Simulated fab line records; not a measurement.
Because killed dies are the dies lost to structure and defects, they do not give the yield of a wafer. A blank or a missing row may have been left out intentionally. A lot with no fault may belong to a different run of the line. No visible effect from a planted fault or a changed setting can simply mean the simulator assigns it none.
Chamber matching :: flow n5Finfet :: N5_BEOL_M9_STRIP_36 on rieDiel-05: 4 sister chambers
The step strips in N2/H2. 8 wafers are shown with their chamber, then 9 later ones without.

== WAFERS PAIRED WITH THEIR CHAMBERS ==
wafer: L079.2
chamber: 1
drypumpMotorCurrentA (A): 6.3
showerheadPlenumPTorr (Torr): 2.61

wafer: L078.1
chamber: 0
drypumpMotorCurrentA (A): 6.1
showerheadPlenumPTorr (Torr): 2.56

wafer: L078.2
chamber: 1
drypumpMotorCurrentA (A): 6.4
showerheadPlenumPTorr (Torr): 2.61

wafer: L088.2
chamber: 0
drypumpMotorCurrentA (A): 6.1
showerheadPlenumPTorr (Torr): 2.54

wafer: L088.4
chamber: 3
drypumpMotorCurrentA (A): 6.1
showerheadPlenumPTorr (Torr): 2.42

wafer: L087.1
chamber: 2
drypumpMotorCurrentA (A): 5.3
showerheadPlenumPTorr (Torr): 2.63

wafer: L087.3
chamber: 3
drypumpMotorCurrentA (A): 6.1
showerheadPlenumPTorr (Torr): 2.42

wafer: L087.5
chamber: 2
drypumpMotorCurrentA (A): 5.3
showerheadPlenumPTorr (Torr): 2.63

== WAFERS MISSING THEIR CHAMBER ==
wafer: L090.2
drypumpMotorCurrentA (A): 6.1
showerheadPlenumPTorr (Torr): 2.54

wafer: L090.3
drypumpMotorCurrentA (A): 5.3
showerheadPlenumPTorr (Torr): 2.63

wafer: L090.4
drypumpMotorCurrentA (A): 6.1
showerheadPlenumPTorr (Torr): 2.42

wafer: L096.1
drypumpMotorCurrentA (A): 6.2
showerheadPlenumPTorr (Torr): 2.41

wafer: L096.2
drypumpMotorCurrentA (A): 6.1
showerheadPlenumPTorr (Torr): 2.54

wafer: L096.6
drypumpMotorCurrentA (A): 5.3
showerheadPlenumPTorr (Torr): 2.62

wafer: L097.1
drypumpMotorCurrentA (A): 6.3
showerheadPlenumPTorr (Torr): 2.60

wafer: L097.3
drypumpMotorCurrentA (A): 6.1
showerheadPlenumPTorr (Torr): 2.54

wafer: L097.5
drypumpMotorCurrentA (A): 6.3
showerheadPlenumPTorr (Torr): 2.60

== WHICH CHAMBER EACH ONE RAN IN ==
wafer: L090.2
from the rows above: 0
in truth: 0

wafer: L090.3
from the rows above: 2
in truth: 2

wafer: L090.4
from the rows above: 3
in truth: 3

wafer: L096.1
from the rows above: 3
in truth: 3

wafer: L096.2
from the rows above: 0
in truth: 0

wafer: L096.6
from the rows above: 2
in truth: 2

wafer: L097.1
from the rows above: 1
in truth: 1

wafer: L097.3
from the rows above: 0
in truth: 0

wafer: L097.5
from the rows above: 1
in truth: 1
9 of 9 placed correctly. Can't be placed from these rows: 0. Wrongly placed: 0.
How it was worked out, from the rows above alone: a wafer's distance from a chamber is the root of the sum, over the readings, of the square of ((its reading less the chamber's mean) divided by the reading's scatter). If the next closest chamber is less than 2 further off than the closest, the wafer can't be placed; otherwise it belongs to the closest. A chamber's mean is the mean of its shown wafers. How the scatter is found: for the shown wafers, subtract from each reading the mean of its chamber, square and add these, divide the total by (wafers less chambers), then take the root.
